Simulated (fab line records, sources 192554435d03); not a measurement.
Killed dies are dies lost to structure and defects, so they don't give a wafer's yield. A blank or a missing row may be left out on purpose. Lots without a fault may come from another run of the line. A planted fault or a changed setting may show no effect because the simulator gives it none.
fab line records | flow n5_finfet
record lots=7 wafers=21
route steps=1938 shown MOL_CONTACT_COAG@517 BEOL_M0_SAQP@676 BEOL_M0_CUTY@701 BEOL_M1@755 BEOL_M2@870
start_h: hours from the record's first day to the start of the lot's first wafer shown | wait_h: hours since the lot's step before | " the same as in the row above | L1.1+2: a row that stands for several wafers | - no value, or no start given | * or withheld: withheld | < > ~ a bound
route shown NAME@n: a module of which the file shows steps, and the number in the route of the first | usual: mean/standard deviation of fault-free wafers | same: alike in all rows | chamber/n: place in a boat | sites: the reading at each site | _std_site: their standard deviation | _edge_site: outer sites' mean less inner sites' | radius_mm: how far each site lies from the wafer's centre | mask NAME#n: copy n | behind: the tool/chamber that last shaped the wafer | hold: why the lot was held/for how many hours/how that ended | device: the transistor (n, p or np) that didn't switch | end of line: the same wafers' tests at the end of the route | a step without rows: its recipe alone | killed: dies lost to structure and defects at the first sort, not the wafer's yield | map: a wafer's dies, x killed, . not, _ none there
set.NAME: the setting as run; set.NAME@STEP: as run at that earlier step | model.NAME: the simulator's own value behind a step, which no gauge read
lots whose settings were changed on purpose; a table a step, a row a wafer
## steps
# step N5_MOL_CONTACT_COAG_COAT_103
# recipe resist=SOC temp_c=250 time_s=60 spin_rpm=1500 resist_thk_nm=80
# columns lot.wafer tool chamber start_h wait_h set.spin_rpm model.SOC_of_MOL_CONTACT_COAG_COAT_103.thk_nm
L080.2+3 litho_track-02 0 127.45 0.0 1500 79.8
L080.5 " 0 " " 1500 80
L082.1+6 litho_track-04 0 139.53 0.0 1500 79.8
L082.4 " 0 " " 1500 80.2
L083.1 litho_track-01 0 144.16 0.0 1354 84.6
L083.3+5 " 0 " " 1500 80.2
L090.4 litho_track-02 0 182.38 0.0 1500 80.2
L090.5 " 0 " " 1500 80
L090.6 " 0 " " 1665 76
L091.2 litho_track-01 0 189.58 0.0 1500 80.2
L091.3 " 0 " " 1500 80
L091.6 " 0 " " 1500 80.4
L092.1 litho_track-04 0 194.96 0.0 1500 80
L092.3 " 0 " " 1500 80.2
L092.6 " 0 " " 1398 82.8
L096.1+6 litho_track-01 0 225.51 0.0 1500 79.8
L096.5 " 0 " " 1500 80
# step N5_MOL_CONTACT_COAG_COAT_104
# recipe resist=SiARC temp_c=220 time_s=60 spin_rpm=1500 resist_thk_nm=12
# step N5_MOL_CONTACT_COAG_COAT_58
# recipe resist=underlayer temp_c=205 time_s=60 spin_rpm=1500 resist_thk_nm=10
# step N5_MOL_CONTACT_COAG_ETCH_59
# recipe chemistry=N2/H2 target=underlayer target_depth_a=130 mask_material=CAR-EUV time_s=10.4 ion_energy_ev=200 pressure_mtorr=30 source_w=840 bias_w=150 n2_flow_sccm=200 h2_flow_sccm=200 ends=cleared
# step N5_MOL_CONTACT_COAG_ETCH_105
# recipe chemistry=CF4 target=SiARC target_depth_a=156 mask_material=CAR-EUV time_s=26 ion_energy_ev=80 pressure_mtorr=40 source_w=545 bias_w=36 Ar_flow_sccm=100 cf4_flow_sccm=100 ends=cleared
# step N5_MOL_CONTACT_COAG_ETCH_106
# recipe chemistry=N2/H2 target=SOC target_depth_a=800 overetch_a=160 mask_material=SiARC temp_c=40 time_s=120 ion_energy_ev=200 pressure_mtorr=30 source_w=840 bias_w=150 n2_flow_sccm=200 h2_flow_sccm=200
# columns lot.wafer tool chamber start_h wait_h set.spin_rpm@MOL_CONTACT_COAG_COAT_103 model.etch.depth_nm
L080.2 rie_diel-04 2 127.93 0.0 1500 79.87
L080.3 " 0 " " 1500 79.71
L080.5 " 1 " " 1500 79.92
L082.1 rie_diel-05 1 140.12 0.0 1500 79.87
L082.4 " 0 " " 1500 80.19
L082.6 " 2 " " 1500 79.76
L083.1 rie_diel-04 0 144.76 0.0 1354 84.52
L083.3 " 1 " " 1500 80.17
L083.5 " 3 " " 1500 80.16
L090.4 rie_diel-06 0 182.97 0.0 1500 80.11
L090.5 " 2 " " 1500 79.94
L090.6 " 3 " " 1665 75.95
L091.2 rie_diel-06 2 190.11 0.0 1500 80.19
L091.3 " 1 " " 1500 79.92
L091.6 " 1 " " 1500 80.36
L092.1 rie_diel-05 0 195.53 0.0 1500 79.92
L092.3 " 1 " " 1500 80.19
L092.6 " 2 " " 1398 82.7
L096.1 rie_diel-04 2 226.11 0.0 1500 79.8
L096.5 " 3 " " 1500 80.01
L096.6 " 2 " " 1500 79.74
# step N5_MOL_CONTACT_COAG_STRIP_107
# recipe chemistry=N2/H2 temp_c=40 n2_flow_sccm=200 h2_flow_sccm=200 rf_frequency_hz=6e+07
# step N5_MOL_CONTACT_COAG_STRIP_108
# recipe chemistry=N2/H2 temp_c=40 n2_flow_sccm=200 h2_flow_sccm=200 rf_frequency_hz=6e+07
# step N5_MOL_CONTACT_COAG_CONTACT_ETCH_14
# recipe chemistry=C4F6/O2 target=SiO2 target_depth_a=275 overetch_a=85 mask_material=SOC pressure_mtorr=30 source_w=370 bias_w=185 Ar_flow_sccm=300 C4F6_flow_sccm=16 O2_flow_sccm=10 time_s=20 ion_energy_ev=259.6
# columns lot.wafer tool chamber start_h wait_h set.spin_rpm@MOL_CONTACT_COAG_COAT_103 model.SOC_of_MOL_CONTACT_COAG_COAT_103.thk_nm
L080.2+5 rie_diel-04 2,1 128.03 0.0 1500 78.4
L080.3 " 0 " " 1500 78.2
L082.1 rie_diel-05 1 140.22 0.0 1500 78.4
L082.4 " 0 " " 1500 78.6
L082.6 " 2 " " 1500 78.2
L083.1 rie_diel-04 0 144.86 0.0 1354 83
L083.3 " 1 " " 1500 78.6
L083.5 " 3 " " 1500 78.8
L090.4 rie_diel-06 0 183.07 0.0 1500 78.6
L090.5 " 2 " " 1500 78.4
L090.6 " 3 " " 1665 74.4
L091.2 rie_diel-06 2 190.21 0.0 1500 78.8
L091.3 " 1 " " 1500 78.4
L091.6 " 1 " " 1500 79
L092.1 rie_diel-05 0 195.63 0.0 1500 78.4
L092.3 " 1 " " 1500 78.6
L092.6 " 2 " " 1398 81.2
L096.1+6 rie_diel-04 2 226.21 0.0 1500 78.4
L096.5 " 3 " " 1500 78.6
# step N5_MOL_CONTACT_COAG_COAT_76
# recipe resist=SiARC temp_c=220 time_s=60 spin_rpm=1500 resist_thk_nm=10
# columns lot.wafer tool chamber start_h wait_h set.spin_rpm model.SiARC_of_MOL_CONTACT_COAG_COAT_76.thk_nm
L080.2+3 litho_track-04 0 - - 1406 10.4
L080.5 " 0 " " 1500 10
L082.1+4+6 litho_track-04 0 - - 1333 10.6
L083.1+3+5 litho_track-04 0 - - 1443 10.2
L090.4 litho_track-01 0 - - 1586 9.8
L090.5+6 " 0 " " 1500 10
L091.2+3+6 litho_track-02 0 - - 1500 10
L092.1 litho_track-01 0 - - 1500 10
L092.3+6 " 0 " " 1433 10.2
L096.1+5+6 litho_track-01 0 - - 1500 10
# step N5_MOL_CONTACT_COAG_COAT_77
# recipe resist=underlayer temp_c=205 time_s=60 spin_rpm=1500 resist_thk_nm=10
# step N5_MOL_CONTACT_COAG_COAT_78
# recipe resist=CAR-EUV spin_rpm=1500 resist_thk_nm=40
# step N5_MOL_CONTACT_COAG_DESCUM_88
# recipe chemistry=O2 time_s=7 source_power_w=50 bias_power_w=20 pressure_mtorr=20 rf_frequency_hz=2.712e+07 temp_c=40 resist=CAR-EUV o2_flow_sccm=225
# step N5_MOL_CONTACT_COAG_ETCH_89
# recipe chemistry=N2/H2 target=underlayer target_depth_a=130 mask_material=CAR-EUV time_s=10.4 ion_energy_ev=200 pressure_mtorr=30 source_w=840 bias_w=150 n2_flow_sccm=200 h2_flow_sccm=200 ends=cleared
# step N5_MOL_CONTACT_COAG_ETCH_90
# recipe chemistry=CF4 target=SiARC target_depth_a=130 mask_material=CAR-EUV time_s=21.7 ion_energy_ev=80 pressure_mtorr=40 source_w=545 bias_w=36 Ar_flow_sccm=100 cf4_flow_sccm=100 ends=cleared
# columns lot.wafer tool chamber start_h wait_h set.spin_rpm@MOL_CONTACT_COAG_COAT_76 model.etch.depth_nm
L080.2 rie_diel-05 0 138.80 0.0 1406 10.34
L080.3 " 2 " " 1406 10.36
L080.5 " 0 " " 1500 9.981
L082.1+4 rie_diel-04 1,0 150.26 0.0 1333 10.64
L082.6 " 2 " " 1333 10.63
L083.1 rie_diel-05 1 153.96 0.0 1443 10.19
L083.3 " 0 " " 1443 10.18
L083.5 " 1 " " 1443 10.2
L090.4 rie_diel-06 3 194.57 0.0 1586 9.741
L090.5 " 0 " " 1500 10.01
L090.6 " 1 " " 1500 10.03
L091.2 rie_diel-04 2 199.77 0.0 1500 9.999
L091.3 " 1 " " 1500 10
L091.6 " 3 " " 1500 10.02
L092.1 rie_diel-06 2 206.74 0.0 1500 10.03
L092.3 " 3 " " 1433 10.28
L092.6 " 1 " " 1433 10.27
L096.1 rie_diel-04 2 235.05 0.0 1500 9.984
L096.5 " 3 " " 1500 10.01
L096.6 " 2 " " 1500 10
# step N5_BEOL_M0_SAQP_SPACER2_ALD_26
# recipe material=SiO2 target_thk_a=150 temp_c=300 ald_precursor_family=BDEAS ald_co_reactant=O2-plasma pulse_time_s=1 purge_time_s=2 co_reactant_purge_time_s=2 pressure_torr=2
# columns lot.wafer tool chamber start_h wait_h set.target_thk_a model.SiO2_of_BEOL_M0_SAQP_SPACER2_ALD_26.thk_nm
L080.2+3 ald_sin-03 1,0 150.84 0.1 150 15
L080.5 " 3 " " 155.9 15.6
L082.1+4+6 ald_sin-02 1,2,3 162.82 0.6 150 15
L083.1 ald_sin-01 3 165.35 0.2 167.7 16.8
L083.3+5 " 2 " " 150 14.8
L090.4+6 ald_sin-03 3,1 206.80 0.2 162.6 16.2
L090.5 " 2 " " 150 14.8
L091.2 ald_sin-02 3 210.97 0.1 150 15
L091.3 " 1 " " 166 16.6
L091.6 " 0 " " 150 14.8
L092.1 ald_sin-02 2 240.60 0.8 169.3 17
L092.3+6 " 0,1 " " 150 15
L096.1+6 ald_sin-02 2,1 245.63 0.2 150 15
L096.5 " 0 " " 150 14.8
# step N5_BEOL_M0_SAQP_SPACER2_ETCHBACK_27
# recipe chemistry=CHF3/O2 mode=anisotropic_etchback target=SiO2 target_depth_a=225 time_s=11.25 pressure_mtorr=30 source_w=650 bias_w=170 Ar_flow_sccm=200 CHF3_flow_sccm=50 O2_flow_sccm=5 ion_energy_ev=200
# step N5_BEOL_M0_SAQP_MANDREL2_REMOVE_110
# recipe chemistry=HBr/Cl2/O2 bt_time_s=10 target=a-Si stop_on=SiCN endpoint=OES-SiCl over_etch_frac=1 icp_w=600 bias_w=30 HBr_flow_sccm=150 Cl2_flow_sccm=80 O2_flow_sccm=5 pressure_mtorr=10
# columns lot.wafer tool chamber start_h wait_h set.target_thk_a@BEOL_M0_SAQP_SPACER2_ALD_26 model.BEOL_M0_SAQP.cd_nm
L080.2 rie_si-02 0 151.48 0.1 150 15
L080.3 " 2 " " 150 15.2
L080.5 " 1 " " 155.9 15.6
L082.1+6 rie_si-02 2,0 163.71 0.1 150 15
L082.4 " 3 " " 150 15.2
L083.1 rie_si-02 0 165.99 0.1 167.7 16.8
L083.3 " 3 " " 150 15
L083.5 " 0 " " 150 14.8
L090.4+6 rie_si-02 1,0 207.44 0.1 162.6 16.2
L090.5 " 1 " " 150 14.8
L091.2+6 rie_si-02 2,3 211.61 0.1 150 15
L091.3 " 1 " " 166 16.6
L092.1 rie_si-02 2 241.53 0.1 169.3 17
L092.3+6 " 3 " " 150 15
L096.1 rie_si-04 1 246.26 0.1 150 15.2
L096.5 " 0 " " 150 14.8
L096.6 " 3 " " 150 15
# step N5_BEOL_M0_SAQP_CD_MEAS_29
# recipe target_cd_nm=14.4 landing_energy_ev=1000 detector=se_inlens
# usual cd_nm=14.99/0.25
# columns lot.wafer tool chamber start_h wait_h set.target_thk_a@BEOL_M0_SAQP_SPACER2_ALD_26 cd_nm
L080.2 cd_sem-02 0 151.59 0.1 150 14.82
L080.3 " 0 " " 150 15.19
L080.5 " 0 " " 155.9 15.27
L082.1 cd_sem-01 0 163.82 0.1 150 15.25
L082.4 " 0 " " 150 15.45
L082.6 " 0 " " 150 15.18
L083.1 cd_sem-01 0 166.10 0.1 167.7 16.83
L083.3 " 0 " " 150 14.98
L083.5 " 0 " " 150 14.67
L090.4 cd_sem-02 0 207.55 0.1 162.6 16.23
L090.5 " 0 " " 150 15.37
L090.6 " 0 " " 162.6 16.15
L091.2 cd_sem-03 0 211.72 0.1 150 15.16
L091.3 " 0 " " 166 16.65
L091.6 " 0 " " 150 14.90
L092.1 cd_sem-03 0 241.65 0.1 169.3 17.08
L092.3 " 0 " " 150 15.27
L092.6 " 0 " " 150 15.32
L096.1 cd_sem-03 0 246.37 0.1 150 15.13
L096.5 " 0 " " 150 14.82
L096.6 " 0 " " 150 14.88
# step N5_BEOL_M0_CUTY_COAT_50
# recipe resist=SiARC temp_c=220 time_s=60 spin_rpm=1500 resist_thk_nm=15
# columns lot.wafer tool chamber start_h wait_h set.spin_rpm model.SiARC_of_BEOL_M0_CUTY_COAT_50.thk_nm
L080.2+5 litho_track-05 0 153.51 0.0 1500 15
L080.3 " 0 " " 1639 14.4
L082.1 litho_track-01 0 165.37 0.0 1500 15
L082.4 " 0 " " 1609 14.4
L082.6 " 0 " " 1609 14.6
L083.1+5 litho_track-04 0 168.11 0.0 1500 15
L083.3 " 0 " " 1665 14.2
L090.4 litho_track-05 0 209.56 0.0 1500 15
L090.5 " 0 " " 1337 16
L090.6 " 0 " " 1337 15.8
L091.2 litho_track-05 0 213.10 0.0 1500 15.2
L091.3 " 0 " " 1500 15
L091.6 " 0 " " 1641 14.4
L092.1+3 litho_track-05 0 243.17 0.0 1619 14.4
L092.6 " 0 " " 1500 15
L096.1 litho_track-04 0 247.76 0.0 1500 15
L096.5+6 " 0 " " 1500 14.8
# step N5_BEOL_M0_CUTY_COAT_51
# recipe resist=CAR-ArF-block spin_rpm=1500 resist_thk_nm=150
# step N5_BEOL_M0_CUTY_EBR_52
# recipe solvent=PGMEA ebr_width_mm=1.5
# step N5_BEOL_M0_CUTY_DESCUM_61
# recipe chemistry=O2 time_s=7.9 source_power_w=50 bias_power_w=20 pressure_mtorr=20 rf_frequency_hz=2.712e+07 temp_c=40 resist=CAR-ArF-block o2_flow_sccm=225
# step N5_BEOL_M0_CUTY_ETCH_62
# recipe chemistry=CF4 target=SiARC mask_material=CAR-ArF-block time_s=58.5 ion_energy_ev=80 pressure_mtorr=40 source_w=545 bias_w=36 Ar_flow_sccm=100 cf4_flow_sccm=100 ends=cleared
# step N5_BEOL_M0_CUTY_ETCH_63
# recipe chemistry=N2/H2 target=SOC target_depth_a=827 overetch_a=165 mask_material=SiARC temp_c=40 ion_energy_ev=200 time_s=124 pressure_mtorr=30 source_w=840 bias_w=150 n2_flow_sccm=200 h2_flow_sccm=200
# columns lot.wafer tool chamber start_h wait_h set.target_thk_a@BEOL_M0_SAQP_SPACER2_ALD_26 model.SiO2_of_BEOL_M0_SAQP_SPACER2_ALD_26.thk_nm
L080.2+3 rie_diel-04 1,0 153.91 0.0 150 7
L080.5 " 3 " " 155.9 7.6
L082.1+4+6 rie_diel-05 2,3,3 166.10 0.0 150 7
L083.1 rie_diel-04 1 168.50 0.0 167.7 8.8
L083.3+5 " 3,0 " " 150 7
L090.4 rie_diel-06 2 210.01 0.1 162.6 8.2
L090.5 " 3 " " 150 7
L090.6 " 1 " " 162.6 8.4
L091.2 rie_diel-05 2 213.53 0.0 150 7
L091.3 " 3 " " 166 8.6
L091.6 " 3 " " 150 6.8
L092.1 rie_diel-04 0 243.69 0.0 169.3 9.2
L092.3+6 " 2,3 " " 150 7.2
L096.1+5+6 rie_diel-05 0,1,0 248.27 0.0 150 6.8
# step N5_BEOL_M1_COAT_61
# recipe resist=SOC temp_c=250 time_s=60 spin_rpm=1500 resist_thk_nm=60
# columns lot.wafer tool chamber start_h wait_h set.spin_rpm model.SOC_of_BEOL_M1_COAT_61.thk_nm
L080.2+3+5 litho_track-01 0 161.09 0.1 1500 60
L082.1+6 litho_track-02 0 173.83 0.1 1500 59.8
L082.4 " 0 " " 1500 59.6
L083.1+3+5 litho_track-03 0 176.92 0.1 1500 60.2
L090.4+5 litho_track-03 0 217.39 0.1 1500 59.8
L090.6 " 0 " " 1349 63.2
L091.2 litho_track-02 0 220.84 0.1 1500 60.2
L091.3 " 0 " " 1393 62.4
L091.6 " 0 " " 1500 60
L092.1 litho_track-01 0 249.72 0.1 1655 57.2
L092.3 " 0 " " 1655 57.4
L092.6 " 0 " " 1500 60.2
L096.1+5+6 litho_track-02 0 255.75 0.1 1500 60
# step N5_BEOL_M1_COAT_62
# recipe resist=SiARC temp_c=220 time_s=60 spin_rpm=1500 resist_thk_nm=12
# step N5_BEOL_M1_COAT_73
# recipe resist=underlayer temp_c=205 time_s=60 spin_rpm=1500 resist_thk_nm=5
# step N5_BEOL_M1_ETCH_74
# recipe chemistry=N2/H2 target=underlayer target_depth_a=65 mask_material=CAR-EUV time_s=5.2 ion_energy_ev=200 pressure_mtorr=30 source_w=840 bias_w=150 n2_flow_sccm=200 h2_flow_sccm=200 ends=cleared
# step N5_BEOL_M1_ETCH_63
# recipe chemistry=CF4 target=SiARC target_depth_a=156 mask_material=CAR-EUV time_s=26 ion_energy_ev=80 pressure_mtorr=40 source_w=545 bias_w=36 Ar_flow_sccm=100 cf4_flow_sccm=100 ends=cleared
# step N5_BEOL_M1_ETCH_64
# recipe chemistry=N2/H2 target=SOC target_depth_a=750 overetch_a=150 mask_material=SiARC temp_c=40 time_s=112.5 ion_energy_ev=200 pressure_mtorr=30 source_w=840 bias_w=150 n2_flow_sccm=200 h2_flow_sccm=200
# columns lot.wafer tool chamber start_h wait_h set.spin_rpm@BEOL_M1_COAT_61 model.etch.depth_nm
L080.2 rie_diel-03 1 161.58 0.0 1500 60.06
L080.3 " 0 " " 1500 60.01
L080.5 " 1 " " 1500 59.95
L082.1+6 rie_diel-03 0,3 174.67 0.0 1500 59.84
L082.4 " 1 " " 1500 59.69
L083.1 rie_diel-01 1 177.43 0.0 1500 60.18
L083.3 " 2 " " 1500 60.29
L083.5 " 1 " " 1500 60.27
L090.4 rie_diel-01 0 217.92 0.1 1500 59.83
L090.5 " 1 " " 1500 59.8
L090.6 " 2 " " 1349 63.22
L091.2 rie_diel-01 0 221.43 0.0 1500 60.25
L091.3 " 2 " " 1393 62.41
L091.6 " 1 " " 1500 60.09
L092.1 rie_diel-02 1 250.31 0.0 1655 57.25
L092.3 " 0 " " 1655 57.38
L092.6 " 3 " " 1500 60.29
L096.1 rie_diel-02 1 256.21 0.0 1500 60
L096.5 " 1 " " 1500 59.94
L096.6 " 0 " " 1500 59.93
# step N5_BEOL_M1_STRIP_65
# recipe chemistry=N2/H2 temp_c=40 n2_flow_sccm=200 h2_flow_sccm=200 rf_frequency_hz=6e+07
# step N5_BEOL_M1_STRIP_75
# recipe chemistry=N2/H2 temp_c=40 n2_flow_sccm=200 h2_flow_sccm=200 rf_frequency_hz=6e+07
# step N5_BEOL_M1_STRIP_66
# recipe chemistry=CF4 resist=SiARC power_w=300 bias_power_w=75 pressure_mtorr=50 cf4_flow_sccm=150 rf_frequency_hz=6e+07
# step N5_BEOL_M1_HM_OPEN_17
# recipe chemistry=Cl2/BCl3 target_depth_a=200 overetch_a=60 target=TiN mask_material=SOC ion_energy_ev=150 pressure_mtorr=10 icp_w=1000 bias_w=126 Cl2_flow_sccm=53.25 bcl3_flow_sccm=21.75 Ar_flow_sccm=25
# columns lot.wafer tool chamber start_h wait_h set.spin_rpm@BEOL_M1_COAT_61 model.SOC_of_BEOL_M1_COAT_61.thk_nm
L080.2 rie_metal-03 0 161.74 0.0 1500 52.2
L080.3+5 " 1 " " 1500 52
L082.1+4+6 rie_metal-01 0 174.85 0.0 1500 52
L083.1+3+5 rie_metal-01 0 177.60 0.0 1500 52.4
L090.4+5 rie_metal-03 1 218.07 0.1 1500 52
L090.6 " 0 " " 1349 55.6
L091.2 rie_metal-03 0 221.60 0.0 1500 52.6
L091.3 " 0 " " 1393 54.6
L091.6 " 0 " " 1500 52.4
L092.1+3 rie_metal-02 1,0 250.48 0.0 1655 49.8
L092.6 " 0 " " 1500 52.8
L096.1+6 rie_metal-02 1 256.39 0.0 1500 52.6
L096.5 " 0 " " 1500 52.2
# step N5_BEOL_M2_COAT_22
# recipe resist=CAR-EUV spin_rpm=1500 resist_thk_nm=30
# columns lot.wafer tool chamber start_h wait_h set.spin_rpm model.CAR-EUV_of_BEOL_M2_COAT_22.thk_nm
L080.2 litho_track-05 0 - - 1643 28.8
L080.3+5 " 0 " " 1500 30
L082.1 litho_track-04 0 - - 1560 29.4
L082.4 " 0 " " 1500 30
L082.6 " 0 " " 1500 30.2
L083.1+5 litho_track-03 0 - - 1500 30
L083.3 " 0 " " 1500 29.8
L090.4+5 litho_track-05 0 - - 1500 30
L090.6 " 0 " " 1359 31.6
L091.2+3 litho_track-05 0 - - 1500 30
L091.6 " 0 " " 1562 29.6
L092.1 litho_track-04 0 - - 1654 28.4
L092.3 " 0 " " 1500 29.8
L092.6 " 0 " " 1654 28.6
L096.1+5 litho_track-04 0 - - 1500 29.8
L096.6 " 0 " " 1500 30
## key
split step=N5_MOL_CONTACT_COAG_COAT_103 setting=spin_rpm stated=1500 by=wafer
response step=N5_MOL_CONTACT_COAG_COAT_103 reading=model.SOC_of_MOL_CONTACT_COAG_COAT_103.thk_nm change=-0.406 per=1% r=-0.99
response step=N5_MOL_CONTACT_COAG_ETCH_106 reading=model.etch.depth_nm change=-0.402 per=1% r=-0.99
response step=N5_MOL_CONTACT_COAG_CONTACT_ETCH_14 reading=model.SOC_of_MOL_CONTACT_COAG_COAT_103.thk_nm change=-0.402 per=1% r=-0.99
split step=N5_MOL_CONTACT_COAG_COAT_76 setting=spin_rpm stated=1500 by=wafer
response step=N5_MOL_CONTACT_COAG_COAT_76 reading=model.SiARC_of_MOL_CONTACT_COAG_COAT_76.thk_nm change=-0.0494 per=1% r=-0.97
response step=N5_MOL_CONTACT_COAG_ETCH_90 reading=model.etch.depth_nm change=-0.0544 per=1% r=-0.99
split step=N5_BEOL_M0_SAQP_SPACER2_ALD_26 setting=target_thk_a stated=150 by=wafer
response step=N5_BEOL_M0_SAQP_SPACER2_ALD_26 reading=model.SiO2_of_BEOL_M0_SAQP_SPACER2_ALD_26.thk_nm change=+0.162 per=1% r=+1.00
response step=N5_BEOL_M0_SAQP_MANDREL2_REMOVE_110 reading=model.BEOL_M0_SAQP.cd_nm change=+0.156 per=1% r=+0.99
response step=N5_BEOL_M0_SAQP_CD_MEAS_29 reading=cd_nm change=+0.142 per=1% r=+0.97
response step=N5_BEOL_M0_CUTY_ETCH_63 reading=model.SiO2_of_BEOL_M0_SAQP_SPACER2_ALD_26.thk_nm change=+0.155 per=1% r=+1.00
split step=N5_BEOL_M0_CUTY_COAT_50 setting=spin_rpm stated=1500 by=wafer
response step=N5_BEOL_M0_CUTY_COAT_50 reading=model.SiARC_of_BEOL_M0_CUTY_COAT_50.thk_nm change=-0.0739 per=1% r=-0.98
split step=N5_BEOL_M1_COAT_61 setting=spin_rpm stated=1500 by=wafer
response step=N5_BEOL_M1_COAT_61 reading=model.SOC_of_BEOL_M1_COAT_61.thk_nm change=-0.311 per=1% r=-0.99
response step=N5_BEOL_M1_ETCH_64 reading=model.etch.depth_nm change=-0.313 per=1% r=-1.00
response step=N5_BEOL_M1_HM_OPEN_17 reading=model.SOC_of_BEOL_M1_COAT_61.thk_nm change=-0.317 per=1% r=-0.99
split step=N5_BEOL_M2_COAT_22 setting=spin_rpm stated=1500 by=wafer
response step=N5_BEOL_M2_COAT_22 reading=model.CAR-EUV_of_BEOL_M2_COAT_22.thk_nm change=-0.139 per=1% r=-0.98
